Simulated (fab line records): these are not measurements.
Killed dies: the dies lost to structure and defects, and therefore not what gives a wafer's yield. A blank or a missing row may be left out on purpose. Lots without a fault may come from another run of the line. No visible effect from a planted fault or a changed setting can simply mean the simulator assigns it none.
fab line records + flow n5Finfet + part 2 of 2: steps 4 to 6 of 6
record
- lots=24
- wafers=72
- lastDay=17
route steps=1938 shown HKMG_FIN@412 GATE_CUT@474
lots that met no fault: from a run of the same line without faults
startH: the number of hours between the record's first day and the start of the first shown wafer of the lot + waitH: hours from the lot's prior step to this one + " unchanged from the row above + L1.1+2: one row covering several wafers at once + - value missing, or start not given + * or withheld: withheld + < > ~ a bound
route shown NAME@n: a module of which the file shows steps, and the number in the route of the first + usual: average and standard deviation across the fault-free wafers + same: alike in all rows + chamber/n: place in a boat + sites: readings site by site + _std_site: the values' standard deviation + _edge_site: inner sites' mean taken away from outer sites' mean + radiusMm: for every site, how far away it sits from the centre of the wafer + mask NAME#n: copy n + behind: the last tool/chamber to shape the wafer + hold: reason for holding the lot/hours on hold/outcome of the hold + device: the n, p or np transistor that did not switch + end of line: tests of these same wafers at the route's end + a step with no rows: only its recipe + killed: count of dies lost to structure and defects at first sort (not the wafer's yield) + map: per-die view of a wafer (x killed, . not killed, _ where there is no die)
set.NAME: the setting as run; set.NAME@STEP: as run at that earlier step + model.NAME: the simulator's own value behind a step, which no gauge read
route steps across a sampled set of lots; one table per step, one row per wafer
services: from which hour (startH, from the record's first day; less than 0 if before it) a tool's chamber was out of use, for how many hours, and why
## steps
# step N5_HKMG_FIN_ETCHBACK_68
# recipe
- chemistry=Cl2/Ar
- stopOn=HfO2
- targetDepthA=5
- pressureMtorr=10
- icpW=600
- biasW=60
- Cl2_flow_sccm=40
- Ar_flow_sccm=60
# usual
- biasW=60.01/0.18
- drypumpMotorCurrentA=5.8/0.58
- mfcArSccm=60.01/0.17
- oesProductAu=0.67/0.06
- throttleValvePct=20.99/0.16
| lot.wafer | tool        | chamber | startH | waitH | biasW | drypumpMotorCurrentA | mfcArSccm | oesProductAu | rfHoursCounterH | throttleValvePct |
|-----------|-------------|---------|--------|-------|-------|----------------------|-----------|--------------|-----------------|------------------|
| L074.2    | rieMetal-02 | 0       | 76.55  | 0.1   | 60.05 | 5.9                  | 60.02     | 0.67         | -               | 21.05            |
| L074.3    | "           | 0       | "      | "     | 60.20 | 5.9                  | 59.92     | 0.67         | -               | 21.04            |
| L074.5    | "           | 0       | "      | "     | 60.03 | 5.9                  | 60.05     | 0.67         | -               | 21.05            |
| L075.1    | rieMetal-02 | 1       | 87.25  | 0.0   | 60.01 | 6.2                  | 59.91     | 0.68         | 82              | 21.27            |
| L075.3    | "           | 1       | "      | "     | 59.96 | 6.3                  | 59.93     | 0.67         | -               | 21.26            |
| L075.5    | "           | 1       | "      | "     | 59.94 | 6.3                  | 59.94     | 0.68         | -               | 21.27            |
| L076.1    | rieMetal-03 | 0       | 89.27  | 0.0   | 59.89 | 6.7                  | 59.85     | 0.70         | 73              | 20.95            |
| L076.4    | "           | 1       | "      | "     | 60.16 | 4.8                  | 59.77     | 0.63         | -               | 21.01            |
| L076.6    | "           | 1       | "      | "     | 60.10 | 4.8                  | 60.12     | 0.63         | -               | 20.99            |
| L077.2    | rieMetal-03 | 1       | 95.38  | 0.0   | 59.98 | 4.8                  | 59.92     | 0.63         | 105             | 20.99            |
| L077.5    | "           | 0       | "      | "     | 60.27 | 6.7                  | 59.93     | 0.70         | -               | 20.98            |
| L077.6    | "           | 1       | "      | "     | 60.01 | 4.8                  | 59.71     | 0.63         | -               | 21.00            |
| L078.1    | rieMetal-02 | 0       | 101.30 | 0.0   | 60.00 | 5.9                  | 60.01     | 0.67         | 81              | 21.06            |
| L078.2    | "           | 1       | "      | "     | 60.01 | 6.2                  | 60.05     | 0.67         | 84              | 21.28            |
| L078.4    | "           | 1       | "      | "     | 60.04 | 6.3                  | 60.01     | 0.67         | -               | 21.27            |
| L079.1    | rieMetal-02 | 0       | 105.40 | 0.0   | 59.68 | 5.9                  | 60.05     | 0.66         | 81              | 21.06            |
| L079.2    | "           | 1       | "      | "     | 59.85 | 6.3                  | 59.88     | 0.68         | 84              | 21.28            |
| L079.5    | "           | 0       | "      | "     | 59.98 | 5.9                  | 60.18     | 0.65         | -               | 21.08            |
| L080.2    | rieMetal-01 | 1       | 115.21 | 0.0   | 59.95 | 5.5                  | 59.91     | 0.76         | 33              | 20.77            |
| L080.3    | "           | 1       | "      | "     | 59.97 | 5.5                  | 60.02     | 0.78         | -               | 20.74            |
| L080.4    | "           | 0       | "      | "     | 59.75 | 5.9                  | 59.84     | 0.59         | -               | 20.90            |
| L081.2    | rieMetal-02 | 0       | 120.68 | 0.0   | 60.12 | 5.9                  | 60.25     | 0.66         | 83              | 21.06            |
| L081.4    | "           | 1       | "      | "     | 60.17 | 6.3                  | 60.17     | 0.67         | -               | 21.26            |
| L081.5    | "           | 0       | "      | "     | 60.15 | 5.9                  | 60.05     | 0.66         | -               | 21.06            |
| L082.1    | rieMetal-01 | 1       | 127.13 | 0.0   | 59.99 | 5.5                  | 60.01     | 0.79         | 34              | 20.74            |
| L082.3    | "           | 1       | "      | "     | 59.61 | 5.5                  | 60.27     | 0.78         | -               | 20.74            |
| L082.6    | "           | 1       | "      | "     | 59.70 | 5.5                  | 60.36     | 0.78         | -               | 20.72            |
| L083.1    | rieMetal-02 | 1       | 138.98 | 0.0   | 59.91 | 6.2                  | 60.09     | 0.67         | 87              | 21.28            |
| L083.2    | "           | 0       | "      | "     | 59.85 | 5.9                  | 59.69     | 0.66         | 85              | 21.07            |
| L083.3    | "           | 1       | "      | "     | 59.99 | 6.2                  | 60.39     | 0.67         | -               | 21.28            |
| L084.2    | rieMetal-03 | 0       | 140.91 | 0.0   | 60.25 | 6.6                  | 60.00     | 0.70         | 77              | 20.97            |
| L084.5    | "           | 0       | "      | "     | 60.29 | 6.6                  | 60.27     | 0.69         | -               | 20.97            |
| L084.6    | "           | 1       | "      | "     | 60.08 | 4.8                  | 59.76     | 0.62         | -               | 21.01            |
| L085.1    | rieMetal-01 | 1       | 147.65 | 0.0   | 60.03 | 5.5                  | 59.78     | 0.78         | 35              | 20.74            |
| L085.4    | "           | 1       | "      | "     | 60.23 | 5.5                  | 60.18     | 0.77         | -               | 20.75            |
| L085.5    | "           | 1       | "      | "     | 60.18 | 5.5                  | 59.94     | 0.78         | -               | 20.76            |
| L086.2    | rieMetal-03 | 0       | 151.18 | 0.0   | 60.19 | 6.6                  | 60.13     | 0.69         | 78              | 20.97            |
| L086.4    | "           | 0       | "      | "     | 60.05 | 6.6                  | 59.96     | 0.69         | -               | 20.97            |
| L086.6    | "           | 1       | "      | "     | 59.85 | 4.8                  | 60.01     | 0.62         | -               | 21.00            |
| L087.1    | rieMetal-03 | 1       | 156.13 | 0.0   | 59.86 | 4.8                  | 60.23     | 0.62         | 111             | 21.00            |
| L087.3    | "           | 0       | "      | "     | 59.69 | 6.6                  | 60.25     | 0.68         | -               | 20.99            |
| L087.5    | "           | 0       | "      | "     | 59.81 | 6.6                  | 59.97     | 0.69         | -               | 20.98            |
| L088.1    | rieMetal-01 | 1       | 165.06 | 0.0   | 59.93 | 5.5                  | 60.29     | 0.78         | 37              | 20.74            |
| L088.2    | "           | 0       | "      | "     | 60.03 | 5.9                  | 60.09     | 0.59         | 129             | 20.92            |
| L088.4    | "           | 1       | "      | "     | 60.05 | 5.5                  | 59.86     | 0.77         | -               | 20.74            |
| L089.2    | rieMetal-03 | 0       | 166.95 | 0.0   | 60.28 | 6.7                  | 60.26     | 0.69         | 79              | 20.98            |
| L089.3    | "           | 1       | "      | "     | 60.17 | 4.8                  | 60.10     | 0.62         | -               | 21.00            |
| L089.5    | "           | 1       | "      | "     | 60.01 | 4.8                  | 60.00     | 0.62         | -               | 21.00            |
| L090.2    | rieMetal-03 | 1       | 176.28 | 0.0   | 59.85 | 4.8                  | 59.88     | 0.53         | 112             | 21.14            |
| L090.3    | "           | 0       | "      | "     | 59.68 | 6.6                  | 60.05     | 0.69         | -               | 20.97            |
| L090.4    | "           | 1       | "      | "     | 59.91 | 4.8                  | 60.09     | 0.62         | -               | 21.02            |
| L091.3    | rieMetal-01 | 1       | 178.36 | 0.1   | 60.10 | 5.5                  | 60.04     | 0.77         | -               | 20.75            |
| L091.4    | "           | 0       | "      | "     | 59.53 | 6.0                  | 59.89     | 0.59         | -               | 20.92            |
| L091.6    | "           | 1       | "      | "     | 60.33 | 5.5                  | 60.05     | 0.77         | -               | 20.75            |
| L092.1    | rieMetal-02 | 1       | 188.61 | 0.0   | 60.14 | 6.3                  | 59.70     | 0.66         | 91              | 21.30            |
| L092.2    | "           | 0       | "      | "     | 59.98 | 5.9                  | 59.95     | 0.65         | 89              | 21.11            |
| L092.5    | "           | 0       | "      | "     | 59.96 | 5.9                  | 60.22     | 0.65         | -               | 21.10            |
| L093.4    | rieMetal-01 | 0       | 192.12 | 0.1   | 59.85 | 5.9                  | 60.15     | 0.59         | -               | 20.89            |
| L093.5    | "           | 1       | "      | "     | 60.31 | 5.5                  | 59.91     | 0.77         | -               | 20.74            |
| L093.6    | "           | 0       | "      | "     | 60.17 | 5.9                  | 59.88     | 0.58         | -               | 20.91            |
| L094.2    | rieMetal-02 | 0       | 200.20 | 0.0   | 60.17 | 5.9                  | 60.02     | 0.65         | 89              | 21.08            |
| L094.3    | "           | 0       | "      | "     | 59.89 | 5.9                  | 59.87     | 0.64         | -               | 21.07            |
| L094.4    | "           | 1       | "      | "     | 59.75 | 6.3                  | 59.89     | 0.66         | -               | 21.29            |
| L095.1    | rieMetal-01 | 1       | 204.63 | 0.0   | 60.06 | 5.5                  | 60.15     | 0.76         | 41              | 20.77            |
| L095.4    | "           | 1       | "      | "     | 59.93 | 5.5                  | 60.10     | 0.77         | -               | 20.76            |
| L095.5    | "           | 1       | "      | "     | 60.17 | 5.5                  | 60.10     | 0.77         | -               | 20.74            |
| L096.1    | rieMetal-03 | 0       | 211.44 | 0.0   | 60.19 | 6.6                  | 59.80     | 0.68         | 83              | 20.99            |
| L096.2    | "           | 1       | "      | "     | 60.08 | 4.8                  | 60.00     | 0.61         | 115             | 21.02            |
| L096.6    | "           | 1       | "      | "     | 60.37 | 4.8                  | 60.19     | 0.61         | -               | 21.01            |
| L097.1    | rieMetal-01 | 1       | 217.45 | 0.0   | 59.99 | 5.5                  | 60.12     | 0.75         | 43              | 20.77            |
| L097.3    | "           | 1       | "      | "     | 59.94 | 5.5                  | 60.08     | 0.75         | -               | 20.76            |
| L097.5    | "           | 1       | "      | "     | 60.04 | 5.5                  | 60.18     | 0.76         | -               | 20.76            |
# step N5_HKMG_FIN_ALD_21
# recipe
- material=TiN
- targetThkA=15
- tempC=400
- aldPrecursorFamily=TiCl4
- aldCoReactant=NH3
- pulseTimeS=1
- purgeTimeS=3
- coReactantPurgeTimeS=2
- coReactantPulseTimeS=2
- aldCycles=68
- pressureTorr=3
# usual
- heaterPowerW=890/110
- precursorPulseHeightRel=1.002/0.019
# same
- aldCycles=68
| lot.wafer | tool        | chamber | startH | waitH | heaterPowerW | precursorPulseHeightRel |
|-----------|-------------|---------|--------|-------|--------------|-------------------------|
| L074.2    | aldMetal-01 | 1       | 77.16  | 0.3   | 914          | 1.027                   |
| L074.3    | "           | 0       | "      | "     | 901          | 1.032                   |
| L074.5    | "           | 2       | "      | "     | 997          | 1.017                   |
| L075.1    | aldMetal-04 | 2       | 87.78  | 0.3   | 757          | 0.972                   |
| L075.3    | "           | 0       | "      | "     | 801          | 0.977                   |
| L075.5    | "           | 0       | "      | "     | 813          | 1.002                   |
| L076.1    | aldMetal-02 | 0       | 89.79  | 0.3   | 774          | 1.001                   |
| L076.4    | "           | 1       | "      | "     | 809          | 1.008                   |
| L076.6    | "           | 1       | "      | "     | 814          | 1.024                   |
| L077.2    | aldMetal-01 | 1       | 95.91  | 0.3   | 896          | 1.004                   |
| L077.5    | "           | 1       | "      | "     | 906          | 1.019                   |
| L077.6    | "           | 2       | "      | "     | 1000         | 0.987                   |
| L078.1    | aldMetal-04 | 1       | 101.82 | 0.3   | 898          | 0.990                   |
| L078.2    | "           | 0       | "      | "     | 799          | 1.020                   |
| L078.4    | "           | 3       | "      | "     | 1119         | 1.028                   |
| L079.1    | aldMetal-01 | 3       | 106.01 | 0.3   | 806          | 1.011                   |
| L079.2    | "           | 0       | "      | "     | 893          | 1.044                   |
| L079.5    | "           | 2       | "      | "     | 973          | 1.002                   |
| L080.2    | aldMetal-04 | 1       | 115.73 | 0.3   | 929          | 1.011                   |
| L080.3    | "           | 0       | "      | "     | 818          | 0.985                   |
| L080.4    | "           | 3       | "      | "     | 1138         | 1.005                   |
| L081.2    | aldMetal-02 | 3       | 121.21 | 0.3   | 743          | 0.988                   |
| L081.4    | "           | 0       | "      | "     | 776          | 1.001                   |
| L081.5    | "           | 2       | "      | "     | 1012         | 1.031                   |
| L082.1    | aldMetal-01 | 1       | 127.65 | 0.3   | 914          | 1.028                   |
| L082.3    | "           | 2       | "      | "     | 992          | 1.028                   |
| L082.6    | "           | 2       | "      | "     | 997          | 0.998                   |
| L083.1    | aldMetal-04 | 0       | 139.51 | 0.3   | 787          | 0.961                   |
| L083.2    | "           | 3       | "      | "     | 1113         | 0.980                   |
| L083.3    | "           | 1       | "      | "     | 920          | 0.999                   |
| L084.2    | aldMetal-04 | 0       | 141.44 | 0.3   | 831          | 0.988                   |
| L084.5    | "           | 3       | "      | "     | 1117         | 1.010                   |
| L084.6    | "           | 2       | "      | "     | 777          | 1.053                   |
| L085.1    | aldMetal-01 | 1       | 148.17 | 0.3   | 928          | 0.967                   |
| L085.4    | "           | 3       | "      | "     | 804          | 0.999                   |
| L085.5    | "           | 1       | "      | "     | 901          | 1.015                   |
| L086.2    | aldMetal-04 | 3       | 151.71 | 0.3   | 1113         | 0.987                   |
| L086.4    | "           | 2       | "      | "     | 769          | 1.000                   |
| L086.6    | "           | 3       | "      | "     | 1114         | 1.020                   |
| L087.1    | aldMetal-01 | 2       | 156.66 | 0.3   | 991          | 1.026                   |
| L087.3    | "           | 0       | "      | "     | 915          | 1.033                   |
| L087.5    | "           | 0       | "      | "     | 914          | 0.980                   |
| L088.1    | aldMetal-02 | 3       | 165.58 | 0.3   | 751          | 0.998                   |
| L088.2    | "           | 1       | "      | "     | 824          | 0.991                   |
| L088.4    | "           | 0       | "      | "     | 755          | 0.995                   |
| L089.2    | aldMetal-02 | 1       | 167.48 | 0.3   | 826          | 0.995                   |
| L089.3    | "           | 2       | "      | "     | 995          | 1.010                   |
| L089.5    | "           | 1       | "      | "     | 816          | 1.013                   |
| L090.2    | aldMetal-02 | 0       | 176.81 | 0.3   | 763          | 1.014                   |
| L090.3    | "           | 1       | "      | "     | 810          | 0.994                   |
| L090.4    | "           | 2       | "      | "     | 1035         | 0.999                   |
| L091.3    | aldMetal-04 | 2       | 178.84 | 0.1   | 741          | 0.993                   |
| L091.4    | "           | 3       | "      | "     | 1102         | 0.987                   |
| L091.6    | "           | 3       | "      | "     | 1102         | 0.999                   |
| L092.1    | aldMetal-02 | 0       | 189.14 | 0.3   | 794          | 1.010                   |
| L092.2    | "           | 3       | "      | "     | 744          | 0.972                   |
| L092.5    | "           | 1       | "      | "     | 820          | 1.013                   |
| L093.4    | aldMetal-02 | 1       | 192.61 | 0.1   | 825          | 0.995                   |
| L093.5    | "           | 2       | "      | "     | 1025         | 1.025                   |
| L093.6    | "           | 1       | "      | "     | 818          | 0.987                   |
| L094.2    | aldMetal-01 | 2       | 200.72 | 0.3   | 1005         | 1.011                   |
| L094.3    | "           | 0       | "      | "     | 905          | 1.026                   |
| L094.4    | "           | 3       | "      | "     | 811          | 1.011                   |
| L095.1    | aldMetal-01 | 1       | 205.16 | 0.3   | 926          | 1.024                   |
| L095.4    | "           | 2       | "      | "     | 998          | 1.010                   |
| L095.5    | "           | 3       | "      | "     | 819          | 0.989                   |
| L096.1    | aldMetal-02 | 2       | 211.97 | 0.3   | 1022         | 0.994                   |
| L096.2    | "           | 1       | "      | "     | 840          | 0.957                   |
| L096.6    | "           | 2       | "      | "     | 1016         | 1.001                   |
| L097.1    | aldMetal-04 | 2       | 218.09 | 0.3   | 767          | 0.972                   |
| L097.3    | "           | 1       | "      | "     | 932          | 1.010                   |
| L097.5    | "           | 2       | "      | "     | 766          | 1.010                   |
# step N5_GATE_CUT_PECVD_57
# recipe
- material=SiNx
- targetThkA=210
- tempC=400
- precursor=SiH4/NH3/N2
- pressureTorr=1.5
- rfW=300
# usual
- heaterPowerW=719/74
- showerheadPlenumPTorr=5.14/0.059
- throttleValvePct=39.8/1.8
| lot.wafer | tool     | chamber | startH | waitH | heaterPowerW | showerheadPlenumPTorr | throttleValvePct |
|-----------|----------|---------|--------|-------|--------------|-----------------------|------------------|
| L074.2    | pecvd-04 | 2       | 81.56  | 1.1   | 712          | 5.15                  | 42.3             |
| L074.3    | "        | 1       | "      | "     | 737          | 5.09                  | 40.6             |
| L074.5    | "        | 2       | "      | "     | 722          | 5.13                  | 42.3             |
| L075.1    | pecvd-04 | 0       | 91.93  | 1.1   | 644          | 5.10                  | 39.1             |
| L075.3    | "        | 1       | "      | "     | 750          | 5.10                  | 40.6             |
| L075.5    | "        | 2       | "      | "     | 712          | 5.13                  | 42.3             |
| L076.1    | pecvd-04 | 2       | 94.89  | 1.1   | 745          | 5.13                  | 42.8             |
| L076.4    | "        | 0       | "      | "     | 720          | 5.12                  | 39.3             |
| L076.6    | "        | 1       | "      | "     | 784          | 5.09                  | 40.5             |
| L077.2    | pecvd-02 | 2       | 100.00 | 1.1   | 731          | 5.09                  | 35.7             |
| L077.5    | "        | 2       | "      | "     | 712          | 5.11                  | 35.9             |
| L077.6    | "        | 0       | "      | "     | 841          | 5.11                  | 40.8             |
| L078.1    | pecvd-03 | 2       | 105.90 | 1.1   | 733          | 5.18                  | 38.4             |
| L078.2    | "        | 1       | "      | "     | 733          | 5.22                  | 39.8             |
| L078.4    | "        | 0       | "      | "     | 732          | 5.08                  | 41.1             |
| L079.1    | pecvd-02 | 0       | 110.50 | 1.1   | 796          | 5.10                  | 41.1             |
| L079.2    | "        | 1       | "      | "     | 644          | 5.28                  | 38.9             |
| L079.5    | "        | 2       | "      | "     | 646          | 5.11                  | 35.9             |
| L080.2    | pecvd-02 | 1       | 119.94 | 1.1   | 555          | 5.25                  | 38.9             |
| L080.3    | "        | 0       | "      | "     | 836          | 5.11                  | 41.1             |
| L080.4    | "        | 0       | "      | "     | 835          | 5.09                  | 41.3             |
| L081.2    | pecvd-03 | 0       | 125.42 | 1.1   | 710          | 5.09                  | 40.8             |
| L081.4    | "        | 1       | "      | "     | 775          | 5.21                  | 39.5             |
| L081.5    | "        | 0       | "      | "     | 695          | 5.09                  | 40.9             |
| L082.1    | pecvd-03 | 2       | 131.73 | 1.1   | 726          | 5.20                  | 38.5             |
| L082.3    | "        | 0       | "      | "     | 696          | 5.08                  | 41.3             |
| L082.6    | "        | 0       | "      | "     | 694          | 5.09                  | 41.1             |
| L083.1    | pecvd-03 | 2       | 143.71 | 1.1   | 740          | 5.19                  | 38.7             |
| L083.2    | "        | 1       | "      | "     | 692          | 5.22                  | 39.5             |
| L083.3    | "        | 0       | "      | "     | 755          | 5.09                  | 41.1             |
| L084.2    | pecvd-03 | 2       | 145.84 | 1.1   | 659          | 5.20                  | 38.7             |
| L084.5    | "        | 2       | "      | "     | 655          | 5.19                  | 38.5             |
| L084.6    | "        | 1       | "      | "     | 761          | 5.23                  | 39.5             |
| L085.1    | pecvd-04 | 0       | 152.27 | 1.1   | 671          | 5.11                  | 39.5             |
| L085.4    | "        | 2       | "      | "     | 758          | 5.14                  | 42.5             |
| L085.5    | "        | 0       | "      | "     | 691          | 5.10                  | 39.5             |
| L086.2    | pecvd-04 | 1       | 156.18 | 1.1   | 737          | 5.10                  | 40.6             |
| L086.4    | "        | 0       | "      | "     | 690          | 5.10                  | 39.6             |
| L086.6    | "        | 1       | "      | "     | 741          | 5.11                  | 40.8             |
| L087.1    | pecvd-03 | 2       | 161.01 | 1.1   | 693          | 5.18                  | 38.5             |
| L087.3    | "        | 1       | "      | "     | 716          | 5.21                  | 39.6             |
| L087.5    | "        | 2       | "      | "     | 727          | 5.20                  | 38.6             |
| L088.1    | pecvd-02 | 0       | 169.66 | 1.1   | 907          | 5.10                  | 41.5             |
| L088.2    | "        | 2       | "      | "     | 687          | 5.10                  | 36.2             |
| L088.4    | "        | 2       | "      | "     | 653          | 5.10                  | 36.3             |
| L089.2    | pecvd-04 | 0       | 172.06 | 1.1   | 663          | 5.10                  | 39.9             |
| L089.3    | "        | 1       | "      | "     | 809          | 5.10                  | 40.9             |
| L089.5    | "        | 0       | "      | "     | 677          | 5.11                  | 39.8             |
| L090.2    | pecvd-02 | 1       | 181.19 | 1.1   | 632          | 5.24                  | 39.4             |
| L090.3    | "        | 0       | "      | "     | 934          | 5.09                  | 41.6             |
| L090.4    | "        | 0       | "      | "     | 928          | 5.09                  | 41.5             |
| L091.3    | pecvd-02 | 2       | 186.62 | 1.1   | 639          | 5.09                  | 36.3             |
| L091.4    | "        | 2       | "      | "     | 662          | 5.11                  | 36.4             |
| L091.6    | "        | 1       | "      | "     | 626          | 5.25                  | 39.1             |
| L092.1    | pecvd-04 | 2       | 195.06 | 1.1   | 651          | 5.14                  | 42.5             |
| L092.2    | "        | 0       | "      | "     | 611          | 5.11                  | 40.0             |
| L092.5    | "        | 2       | "      | "     | 652          | 5.14                  | 42.4             |
| L093.4    | pecvd-04 | 2       | 197.26 | 1.1   | 697          | 5.12                  | 42.5             |
| L093.5    | "        | 1       | "      | "     | 689          | 5.09                  | 40.6             |
| L093.6    | "        | 0       | "      | "     | 676          | 5.09                  | 40.0             |
| L094.2    | pecvd-02 | 0       | 205.12 | 1.1   | 795          | 5.11                  | 41.8             |
| L094.3    | "        | 1       | "      | "     | 649          | 5.25                  | 39.2             |
| L094.4    | "        | 1       | "      | "     | 651          | 5.25                  | 39.2             |
| L095.1    | pecvd-02 | 2       | 210.17 | 1.1   | 690          | 5.10                  | 36.0             |
| L095.4    | "        | 0       | "      | "     | 910          | 5.10                  | 41.6             |
| L095.5    | "        | 1       | "      | "     | 637          | 5.27                  | 38.9             |
| L096.1    | pecvd-02 | 0       | 216.44 | 1.1   | 926          | 5.10                  | 41.4             |
| L096.2    | "        | 2       | "      | "     | 644          | 5.10                  | 36.7             |
| L096.6    | "        | 0       | "      | "     | 758          | 5.09                  | 41.7             |
| L097.1    | pecvd-03 | 2       | 222.28 | 1.1   | 745          | 5.19                  | 38.9             |
| L097.3    | "        | 1       | "      | "     | 737          | 5.22                  | 39.5             |
| L097.5    | "        | 2       | "      | "     | 767          | 5.19                  | 38.8             |
## services
| tool           | chamber | startH | hours | kind   |
|----------------|---------|--------|-------|--------|
| rieMetal-02    | 1       | 48.25  | 36.2  | repair |
| rieDiel-06     | -       | 54.77  | 0.3   | repair |
| rieDiel-03     | 2       | 54.77  | 2.2   | repair |
| pecvd-03       | -       | 62.01  | 2.6   | repair |
| rieDiel-01     | 3       | 68.92  | 12.7  | repair |
| pecvd-04       | 0       | 69.27  | 4.5   | repair |
| aldMetal-04    | -       | 73.82  | 0.7   | repair |
| aldMetal-02    | -       | 79.97  | 8.7   | pm     |
| plasmaAsher-02 | -       | 82.43  | 0.9   | repair |
| rieDiel-06     | -       | 89.79  | 0.7   | repair |
| aldMetal-04    | -       | 106.59 | 1.0   | repair |
| rieMetal-03    | -       | 129.27 | 2.8   | pm     |
| pecvd-02       | -       | 136.08 | 14.6  | pm     |
| rieMetal-02    | 0       | 136.10 | 2.2   | repair |
| aldMetal-02    | 2       | 136.13 | 25.2  | repair |
| rieDiel-03     | 2       | 140.46 | 3.9   | repair |
| pecvd-03       | -       | 141.25 | 0.5   | repair |
| pecvd-02       | 0       | 153.68 | 4.6   | repair |
| rieDiel-03     | 0       | 187.82 | 10.9  | repair |
| rieDiel-06     | 0       | 188.36 | 17.2  | repair |
| aldMetal-04    | -       | 197.73 | 8.7   | pm     |
| rieDiel-03     | 1       | 213.27 | 14.2  | repair |
| aldMetal-01    | -       | 217.42 | 8.7   | pm     |
| rieDiel-03     | 0       | 218.88 | 6.2   | repair |
